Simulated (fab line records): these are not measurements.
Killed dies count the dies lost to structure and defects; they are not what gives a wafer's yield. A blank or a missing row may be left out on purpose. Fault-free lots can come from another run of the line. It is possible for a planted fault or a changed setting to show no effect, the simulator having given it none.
Struck lot and sound lot, side by side :: flow n5 finfet :: 15 steps out of a route of 1938
Sound: the wafers L112.1, L112.2, L112.3. Wafers L118.2, L118.3, L118.4 were the ones struck. The cause is named last.
For every step that has rows: the tool of each side, followed by ch and its chambers, followed by its first start. Under that, the readings that differ: sound wafers :: struck wafers :: difference of the means :: sigmas: that difference in standard deviations of wafers without a fault.
alike: a reading whose means differ by less than 2 such deviations, as well as words and numbers matching on both sides. not compared: withheld readings; readings where some wafer has no value; bounds like >300 that might hide an equal value; numbers whose values overlap and for which the record gives no deviation.
A row with sigmas, a row that says differs or no value, or rows on one side alone: a step with any of these is where the two part. Non-overlapping numbers with no deviation appear without sigmas and do not part them. A reading that every wafer of one side lacks parts them only if that side has two wafers or more.

N5_BEOL_M8_TRENCH_ETCH_37: etches SiCOH lowk in C4F6/O2, target depth 93.478 nm, time 31.2 s.
  sound on rie diel-02 ch 0,2,3; struck on rie diel-03 ch 0,2,3
  alike: chamber pressure mTorr, drypump motor current A, oes product au, rf vpp V, showerhead plenum p Torr, throttle valve pct
  not compared: rf hours counter h
N5_BEOL_M8_ETCH_41: etches SiCN in CH3F/O2, target depth 31.9 nm, time 57.8 s.
  sound on rie diel-02 ch 0,2,3; struck on rie diel-03 ch 0,2,3
  alike: CH3F_flow_sccm, chamber pressure mTorr, drypump motor current A, oes product au, rf vpp V, showerhead plenum p Torr, throttle valve pct
  not compared: rf hours counter h
N5_BEOL_M8_STRIP_80: strips in N2/H2, time 10 s.
  sound on rie diel-02 ch 0,2,3; struck on rie diel-03 ch 0,2,3
  alike: chamber pressure mTorr, drypump motor current A, h2 flow sccm, oes product au, rf vpp V, showerhead plenum p Torr, throttle valve pct
  not compared: rf hours counter h
N5_BEOL_M8_OCD_MEAS_38:
  struck on ocd-02, day 11 17:06; sound on ocd-02, day 9 12:47
  alike: trench depth nm
then, 4 steps without rows for these wafers: N5_BEOL_M8_HM_STRIP_39 (strips TiN in peroxide tin strip, target depth 25 nm, time 158 s); N5_BEOL_M8_SRD_40 (time 30 s); N5_BEOL_M8_PRECLEAN_42 (cleans in residue remover, time 60 s); N5_BEOL_M8_SRD_43 (time 30 s).
N5_BEOL_M8_CD_MEAS_35: target cd 40 nm.
  struck on cd sem-01, day 11 17:16; sound on cd sem-01, day 9 12:56
  alike: cd nm
then, 1 step without rows for these wafers: N5_BEOL_M8_CURE_75 (cures SiCOH lowk, time 120 s).
N5_BEOL_M8_DEGAS_44: time 60 s.
  struck on pvd sputter-01, day 11 17:52; sound on pvd sputter-03, day 9 14:13
  alike: heater power w, susceptor temp C
then, 1 step without rows for these wafers: N5_BEOL_M8_PRE_CLEAN_45 (time 30 s).
N5_BEOL_M8_ALD_77: deposits TaN, target thk 2 nm, pulse time 2 s, purge time 3 s.
  sound on ald metal-04 ch 0,1,2, day 9 14:28; struck on ald metal-04 ch 0,2,3, day 11 17:59
reading: heater power w (W)
sound: 415 437 436
struck: 299 367 347
difference: -92
sigmas: -2

reading: susceptor temp C (C)
sound: 275.10 274.94 275.33
struck: 256.72 256.38 256.82
difference: -18.48
sigmas: -99 or more
N5_BEOL_M8_SURFACE_TREAT_79:
  struck on pvd sputter-01, day 11 18:17; sound on pvd sputter-03, day 9 14:47
  not compared: throttle valve pct
-- the record jumps here: 3 days lie between the struck wafers' starts before and after (it left off in module BEOL_M8 and takes up again in module PASSIVATION, whose first step shown is number 1936 of the route) --
N5_PASSIVATION_PROBE_49:
  struck on prober-02, day 14 15:40; sound on prober-01, day 12 12:38
reading: defect limited yield (%)
sound: 93.4 92.9 93.3
struck: 91.5 88.9 90.8
difference: -2.8
sigmas: -2

reading: killed_at_M0_to_M3
sound: 29 29 8
struck: 34 67 57
difference: +31
sigmas: +2

reading: killed dies
sound: 78 84 79
struck: 100 131 108
difference: +33
sigmas: +2

reading: sort n pass
sound: 1102 1096 1101
struck: 1080 1049 1072
difference: -33
sigmas: -2

reading: sort yield pct (%)
sound: 93.4 92.9 93.3
struck: 91.5 88.9 90.8
difference: -2.8
sigmas: -2
  alike: killed_at_M4_up, killed at contacts, killed at front end, killed at other, killed open, killed short, sort_bin_5_function, sort_bin_6_memory

WHERE THEY PART
Last at N5_PASSIVATION_PROBE_49 as far as this record goes, first at N5_BEOL_M8_ALD_77.

WHY: whatever the simulator had introduced
Drift in process parameters on ald metal-04 at N5_BEOL_M8_ALD_77, starting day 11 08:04. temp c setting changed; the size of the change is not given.
